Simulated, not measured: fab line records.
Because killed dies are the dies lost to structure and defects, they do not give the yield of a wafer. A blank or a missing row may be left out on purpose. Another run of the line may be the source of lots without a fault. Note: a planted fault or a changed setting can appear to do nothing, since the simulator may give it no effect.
Which tool did it?	flow nand harc	Sampling: 11 lots, 33 wafers, 5 of 1302 route steps

== WHAT EACH GAUGE READ, for each wafer ==
NHARC_END_SORT_01.
lot	measured	on	defect limited yield (%)	killed at array	killed at other	killed at periphery	killed dies	killed open	killed short	sort_bin_2_pct (%)	sort_bin_3_pct (%)	sort_bin_4_pct (%)	sort n pass	sort rim yield pct (%)	sort yield pct (%)
L282	day 24 22:13	prober-02	97.8 97.5 97.5	8 15 10	2 2 3	5 0 4	15 17 17	5 3 4	2 3 2	0.6 0.4 0.9	0.1 0.3 0	1.5 1.8 1.6	662 660 660	98 98 96	97.8 97.5 97.5
L285	day 25 11:38	prober-01	91.3 91.6 90.7	57 53 60	0 0 1	2 4 2	59 57 63	3 7 7	4 3 4	3.4 3.1 3.4	0.1 1.2 1.0	5.2 4.1 4.9	618 620 614	99 92 92	91.3 91.6 90.7
L286	day 26 03:17	prober-01	91.1 92.2 90.3	55 49 57	4 4 5	1 0 4	60 53 66	1 2 4	1 1 5	3.4 2.1 4.1	0.3 0.9 0.3	5.2 4.9 5.3	617 624 611	92 91 88	91.1 92.2 90.3
L288	day 26 20:33	prober-02	91.7 90.7 91.1	51 59 57	0 0 0	5 4 3	56 63 60	1 3 2	3 6 2	2.4 3.2 3.7	0.9 0.9 0.3	5.0 5.2 4.9	621 614 617	90 96 89	91.7 90.7 91.1
L291	day 28 04:58	prober-01	79.5 83.8 80.6	134 102 122	1 3 7	4 5 2	139 110 131	3 0 2	0 2 2	7.4 7.1 8.7	4.3 3.7 3.1	8.9 5.5 7.5	538 567 546	97 86 92	79.5 83.8 80.6
L294	day 29 01:52	prober-01	82.0 82.9 83.5	118 112 108	0 1 0	4 3 4	122 116 112	3 4 2	7 1 5	8.6 7.4 8.7	4.1 3.4 2.8	5.3 6.4 5.0	555 561 565	91 92 78	82.0 82.9 83.5
L301	day 32 01:02	prober-01	92.2 88.8 91.6	52 68 57	1 2 0	0 6 0	53 76 57	2 6 2	3 4 2	2.4 3.2 3.2	1.2 1.3 0.9	4.3 6.6 4.3	624 601 620	87 85 96	92.2 88.8 91.6
L300	day 32 02:38	prober-02	90.5 92.2 92.2	64 51 52	0 0 0	0 2 1	64 53 53	5 5 2	3 3 3	2.1 3.1 2.4	0.9 0.1 0.7	6.5 4.6 4.7	613 624 624	96 95 98	90.5 92.2 92.2
L303	day 32 17:44	prober-01	95.6 96.6 96.0	24 19 23	3 2 1	3 2 3	30 23 27	4 5 4	3 0 1	0.7 1.5 1.6	0.3 0.3 0.1	3.4 1.6 2.2	647 654 650	98 99 95	95.6 96.6 96.0
L302	day 33 06:53	prober-02	88.6 94.4 89.1	69 31 66	4 3 1	4 4 7	77 38 74	1 4 2	3 3 3	3.8 2.1 4.6	1.3 0.4 0.7	6.2 3.1 5.6	600 639 603	88 89 92	88.6 94.4 89.1
L304	day 33 14:21	prober-01	91.4 93.2 91.6	52 37 55	0 1 0	6 8 2	58 46 57	3 6 2	4 0 1	2.5 2.4 2.8	1.2 0.3 0.4	4.9 4.1 5.2	619 631 620	95 88 92	91.4 93.2 91.6

== EACH LOT AND THE TOOL THAT RAN IT (in order: tool; ch and the chambers of the sampled wafers; start) ==
lot	NHARC_A_BONDPAD_PVD_27	NHARC_THIN_TSV_DEGAS_53	NHARC_THIN_TSV_DESCUM_35	NHARC_THIN_TSV_ETCH_36
L282	pvd sputter-01, day 23 11:18	pvd sputter-02, day 24 09:11	rie diel-07 ch 0,1, day 24 10:22	rie metal-03 ch 0,1, day 24 10:47
L285	pvd sputter-01, day 24 06:32	pvd sputter-03, day 25 01:27	rie diel-07 ch 0,2, day 25 02:39	rie metal-02 ch 0,1, day 25 03:02
L286	pvd sputter-03, day 24 19:55	pvd sputter-02, day 25 13:02	rie diel-01 ch 0,2, day 25 14:20	rie metal-01 ch 0,1, day 25 14:43
L288	pvd sputter-03, day 25 10:19	pvd sputter-01, day 26 09:02	rie diel-07 ch 0,1,2, day 26 10:13	rie metal-01 ch 0,1, day 26 10:35
L291	pvd sputter-01, day 26 21:58	pvd sputter-01, day 27 16:15	rie diel-07 ch 0,1,3, day 27 17:32	rie metal-02 ch 0,1, day 27 17:55
L294	pvd sputter-01, day 27 18:13	pvd sputter-02, day 28 13:20	rie diel-07 ch 2,3, day 28 14:38	rie metal-01 ch 0,1, day 28 15:02
L301	pvd sputter-03, day 30 18:37	pvd sputter-01, day 31 14:42	rie diel-07 ch 0,1,3, day 31 16:01	rie metal-03 ch 0,1, day 31 16:23
L300	pvd sputter-03, day 30 20:34	pvd sputter-03, day 31 15:56	rie diel-07 ch 0,2,3, day 31 17:08	rie metal-03 ch 0,1, day 31 17:30
L303	pvd sputter-02, day 31 11:02	pvd sputter-03, day 32 07:28	rie diel-01 ch 0,1, day 32 08:46	rie metal-02 ch 0,1, day 32 09:10
L302	pvd sputter-03, day 31 14:21	pvd sputter-02, day 32 18:13	rie diel-01 ch 0,1,3, day 32 19:32	rie metal-01 ch 0,1, day 32 19:55
L304	pvd sputter-01, day 32 07:56	pvd sputter-01, day 33 02:36	rie diel-08 ch 0,2, day 33 03:55	rie metal-03 ch 0,1, day 33 04:18
- NHARC_A_BONDPAD_PVD_27: deposits Cu, target thk 30 nm, time 20.49 s.
- NHARC_THIN_TSV_DEGAS_53: time 60 s.
- NHARC_THIN_TSV_DESCUM_35: chemistry O2, time 3 s.
- NHARC_THIN_TSV_ETCH_36: etches the open film in Cl2/BCl3, target depth 65 nm, time 18.571 s.

== AS READ BY THE TOOLS THEMSELVES (means over the sampled wafers that have a number; for cases with no such wafer, the mark the record gives instead) ==
NHARC_A_BONDPAD_PVD_27.
lot	tool	substrate temp c (C)	throttle valve pct (%)
L282	pvd sputter-01	29.99	30.7
L285	pvd sputter-01	30.02	29.5
L286	pvd sputter-03	29.98	30.1
L288	pvd sputter-03	29.97	31.0
L291	pvd sputter-01	29.93	30.5
L294	pvd sputter-01	29.95	30.3
L301	pvd sputter-03	30.00	30.2
L300	pvd sputter-03	29.89	29.0
L303	pvd sputter-02	29.95	29.6
L302	pvd sputter-03	30.10	30.5
L304	pvd sputter-01	30.16	30.1

NHARC_THIN_TSV_DEGAS_53.
lot	tool	heater power w (W)
L282	pvd sputter-02	448
L285	pvd sputter-03	489
L286	pvd sputter-02	410
L288	pvd sputter-01	454
L291	pvd sputter-01	445
L294	pvd sputter-02	447
L301	pvd sputter-01	445
L300	pvd sputter-03	488
L303	pvd sputter-03	463
L302	pvd sputter-02	416
L304	pvd sputter-01	444

NHARC_THIN_TSV_DESCUM_35.
lot	tool	chamber pressure mTorr (mTorr)	drypump motor current A (A)	oes product au (a.u.)	rf vpp V (V)	showerhead plenum p Torr (Torr)	throttle valve pct (%)
L282	rie diel-07	60.02	6.0	0.997	57.5	1.86	11.305
L285	rie diel-07	59.99	5.7	0.996	57.7	1.84	11.298
L286	rie diel-01	59.97	5.2	0.991	57.8	1.85	11.317
L288	rie diel-07	60.07	6.0	1.001	56.9	1.84	11.306
L291	rie diel-07	59.99	5.9	1.002	58.3	1.92	11.316
L294	rie diel-07	59.96	5.5	1.001	57.9	1.90	11.308
L301	rie diel-07	60.05	5.9	0.990	57.9	1.91	11.319
L300	rie diel-07	59.98	5.6	0.991	58.1	1.91	11.309
L303	rie diel-01	60.00	6.0	0.994	57.8	1.84	11.319
L302	rie diel-01	60.01	6.2	0.997	57.8	1.90	11.308
L304	rie diel-08	60.02	5.9	1.006	57.0	1.78	11.309

NHARC_THIN_TSV_ETCH_36.
lot	tool	chamber pressure mTorr (mTorr)	drypump motor current A (A)	he backside leak sccm (sccm)	oes product au (a.u.)
L282	rie metal-03	9.996	5.89	3.37	1.004
L285	rie metal-02	10.004	5.87	3.30	0.988
L286	rie metal-01	9.994	5.96	3.18	1.019
L288	rie metal-01	9.998	5.95	3.25	1.015
L291	rie metal-02	9.996	5.86	3.60	0.994
L294	rie metal-01	10.001	5.80	3.20	1.008
L301	rie metal-03	9.996	5.91	3.31	1.001
L300	rie metal-03	9.998	5.90	3.14	0.999
L303	rie metal-02	9.994	5.68	3.32	1.008
L302	rie metal-01	10.006	5.78	3.17	1.016
L304	rie metal-03	10.001	5.85	3.66	1.005

== THE ANSWER, worked out from the rows above alone ==
Rule: what is usual is taken from the lots themselves. The widest of any qualifying gaps counts: lots, ordered by their means at a reading, are off when they make up no more than a third of the lots, leave a main group of 4 or more, and stand apart from it by 3 or more times the standard deviation of that group's means. If all means in a main group match to the digits the tables above print for the reading, that group is not used. A lot without any number at a reading at which 4 lots or more have one is off too. Where the step has rows for the other lots, those lots are counted as sound. After the gauges, taken in route order, come the tools' own readings; for these a lot's mean is taken, as printed above. At the first step where some lot is off, the reading lying furthest off is the one used; lots without a number count as furthest.
Off: L291, L294 (NHARC_END_SORT_01, sort_bin_3_pct). The main group has a mean of 0.6 % with a standard deviation of 0.28.
If a tool, at a process step before that reading, ran all the lots that are off and no sound lot after the first of them, it fits. The gauges at NHARC_END_SORT_01 are tried like those tools. Not one of the candidates tried fits.

== WHAT WAS PUT IN BY THE SIMULATOR ==
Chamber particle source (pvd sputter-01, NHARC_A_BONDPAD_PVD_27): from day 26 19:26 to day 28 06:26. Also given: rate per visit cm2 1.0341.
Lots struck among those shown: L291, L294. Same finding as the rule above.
